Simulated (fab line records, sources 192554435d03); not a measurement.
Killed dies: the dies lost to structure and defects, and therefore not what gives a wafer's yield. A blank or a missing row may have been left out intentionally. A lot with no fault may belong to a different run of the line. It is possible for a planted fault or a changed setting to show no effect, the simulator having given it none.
Split-lot experiment || flow n5 finfet || on a route of 1938 steps: 7 lots, 21 wafers read

ABOUT THE SPLIT
At N5_BEOL_M15_SPUTTER_43 (material TaN, target thk 15 nm, time 24.19 s), the setting power w was moved away from the recipe's 15000 W on 9 of the 21 wafers read, by -16.6% to +4.7%. This setting was run at the recipe's value on the other wafers.

Reading taken at the split's own step.

THE READING
TaN_of_BEOL_M15_SPUTTER_43.thk nm (the simulator's own value, which no gauge read), in nm, at N5_BEOL_M15_SPUTTER_43 (material TaN, target thk 15 nm, time 24.19 s). There is no usual value for it anywhere in the file. Here, 12 wafers ran the recipe; their average is 15.1 nm with a standard deviation of 0.17 nm.

{"wafer": "L074.2", "tool, chamber at the split": "pvd sputter-01, -", "power w as run, W": 15000, "against the recipe": "recipe", "TaN_of_BEOL_M15_SPUTTER_43.thk nm, nm": 15.2, "against lot-mates on the recipe": "-"}
{"wafer": "L074.3", "tool, chamber at the split": "pvd sputter-01, -", "power w as run, W": 15000, "against the recipe": "recipe", "TaN_of_BEOL_M15_SPUTTER_43.thk nm, nm": 15.2, "against lot-mates on the recipe": "-"}
{"wafer": "L074.5", "tool, chamber at the split": "pvd sputter-01, -", "power w as run, W": 15000, "against the recipe": "recipe", "TaN_of_BEOL_M15_SPUTTER_43.thk nm, nm": 15, "against lot-mates on the recipe": "-"}
{"wafer": "L077.2", "tool, chamber at the split": "pvd sputter-03, -", "power w as run, W": 15000, "against the recipe": "recipe", "TaN_of_BEOL_M15_SPUTTER_43.thk nm, nm": 14.8, "against lot-mates on the recipe": "-"}
{"wafer": "L077.3", "tool, chamber at the split": "pvd sputter-03, -", "power w as run, W": 15000, "against the recipe": "recipe", "TaN_of_BEOL_M15_SPUTTER_43.thk nm, nm": 15.2, "against lot-mates on the recipe": "-"}
{"wafer": "L077.5", "tool, chamber at the split": "pvd sputter-03, -", "power w as run, W": 13950, "against the recipe": "-7.0%", "TaN_of_BEOL_M15_SPUTTER_43.thk nm, nm": 13.6, "against lot-mates on the recipe": -1.4}
{"wafer": "L087.1", "tool, chamber at the split": "pvd sputter-02, -", "power w as run, W": 15000, "against the recipe": "recipe", "TaN_of_BEOL_M15_SPUTTER_43.thk nm, nm": 15.2, "against lot-mates on the recipe": "-"}
{"wafer": "L087.2", "tool, chamber at the split": "pvd sputter-02, -", "power w as run, W": 15000, "against the recipe": "recipe", "TaN_of_BEOL_M15_SPUTTER_43.thk nm, nm": 15.4, "against lot-mates on the recipe": "-"}
{"wafer": "L087.4", "tool, chamber at the split": "pvd sputter-02, -", "power w as run, W": 15700, "against the recipe": "+4.7%", "TaN_of_BEOL_M15_SPUTTER_43.thk nm, nm": 15.6, "against lot-mates on the recipe": "+0.3"}
{"wafer": "L088.1", "tool, chamber at the split": "pvd sputter-03, -", "power w as run, W": 15000, "against the recipe": "recipe", "TaN_of_BEOL_M15_SPUTTER_43.thk nm, nm": 15.4, "against lot-mates on the recipe": "-"}
{"wafer": "L088.3", "tool, chamber at the split": "pvd sputter-03, -", "power w as run, W": 15000, "against the recipe": "recipe", "TaN_of_BEOL_M15_SPUTTER_43.thk nm, nm": 15, "against lot-mates on the recipe": "-"}
{"wafer": "L088.5", "tool, chamber at the split": "pvd sputter-03, -", "power w as run, W": 12880, "against the recipe": "-14.1%", "TaN_of_BEOL_M15_SPUTTER_43.thk nm, nm": 13, "against lot-mates on the recipe": -2.2}
{"wafer": "L093.4", "tool, chamber at the split": "pvd sputter-01, -", "power w as run, W": 15000, "against the recipe": "recipe", "TaN_of_BEOL_M15_SPUTTER_43.thk nm, nm": 15, "against lot-mates on the recipe": "-"}
{"wafer": "L093.5", "tool, chamber at the split": "pvd sputter-01, -", "power w as run, W": 15000, "against the recipe": "recipe", "TaN_of_BEOL_M15_SPUTTER_43.thk nm, nm": 15, "against lot-mates on the recipe": "-"}
{"wafer": "L093.6", "tool, chamber at the split": "pvd sputter-01, -", "power w as run, W": 13440, "against the recipe": "-10.4%", "TaN_of_BEOL_M15_SPUTTER_43.thk nm, nm": 13.4, "against lot-mates on the recipe": -1.6}
{"wafer": "L095.2", "tool, chamber at the split": "pvd sputter-03, -", "power w as run, W": 12510, "against the recipe": "-16.6%", "TaN_of_BEOL_M15_SPUTTER_43.thk nm, nm": 12.2, "against lot-mates on the recipe": -2.8}
{"wafer": "L095.3", "tool, chamber at the split": "pvd sputter-03, -", "power w as run, W": 12510, "against the recipe": "-16.6%", "TaN_of_BEOL_M15_SPUTTER_43.thk nm, nm": 13, "against lot-mates on the recipe": -2.0}
{"wafer": "L095.4", "tool, chamber at the split": "pvd sputter-03, -", "power w as run, W": 15000, "against the recipe": "recipe", "TaN_of_BEOL_M15_SPUTTER_43.thk nm, nm": 15, "against lot-mates on the recipe": "-"}
{"wafer": "L096.1", "tool, chamber at the split": "pvd sputter-03, -", "power w as run, W": 14030, "against the recipe": "-6.5%", "TaN_of_BEOL_M15_SPUTTER_43.thk nm, nm": 13.6, "against lot-mates on the recipe": "no lot-mate on the recipe"}
{"wafer": "L096.2", "tool, chamber at the split": "pvd sputter-03, -", "power w as run, W": 14030, "against the recipe": "-6.5%", "TaN_of_BEOL_M15_SPUTTER_43.thk nm, nm": 14.2, "against lot-mates on the recipe": "no lot-mate on the recipe"}
{"wafer": "L096.4", "tool, chamber at the split": "pvd sputter-03, -", "power w as run, W": 14030, "against the recipe": "-6.5%", "TaN_of_BEOL_M15_SPUTTER_43.thk nm, nm": 14.2, "against lot-mates on the recipe": "no lot-mate on the recipe"}

THE FIT
A straight line over all 21 wafers: TaN_of_BEOL_M15_SPUTTER_43.thk nm changes by +0.153 nm for each +1% of power w; r = +0.97; the points scatter about the line by 0.25 nm.
The same after taking each lot's own level away (the mean of its wafers on the recipe; 18 wafers): +0.146 nm for each +1%; r = +0.98; scatter 0.22 nm.
That fit puts the effect of the largest move of power w on the reading at 2.4 nm.
Measured against the standard deviation above, the lots' own levels, which go from 15.00 to 15.30 nm, span 1.7 times it.
The two slopes are in agreement: the lot-to-lot level therefore moves the slope only a little.
Check: -2.33 nm against its lot-mates is what the line predicts for one of the wafers moved furthest among these (-16.6%) when that wafer is left out of the fit. Against them it came out at -2.8 nm.

ADDITIONAL SPLITS CARRIED BY THESE WAFERS
Before the reading, these wafers also passed through other splits. Each is held against what the fit with the lots' levels taken away leaves over:
{"other split on the same wafers": "N5_BEOL_M13_TRENCH_ETCH_34 time s", "wafers away from the commonest value": 7, "r with TaN_of_BEOL_M15_SPUTTER_43.thk nm (lot level and that fit taken away)": -0.38}
{"other split on the same wafers": "N5_BEOL_M14_ETCH_68 time s", "wafers away from the commonest value": 9, "r with TaN_of_BEOL_M15_SPUTTER_43.thk nm (lot level and that fit taken away)": "+0.18"}

THE FILE'S OWN FIT
TaN_of_BEOL_M15_SPUTTER_43.thk nm changes by +0.151 nm for each +1% of power w, r = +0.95.
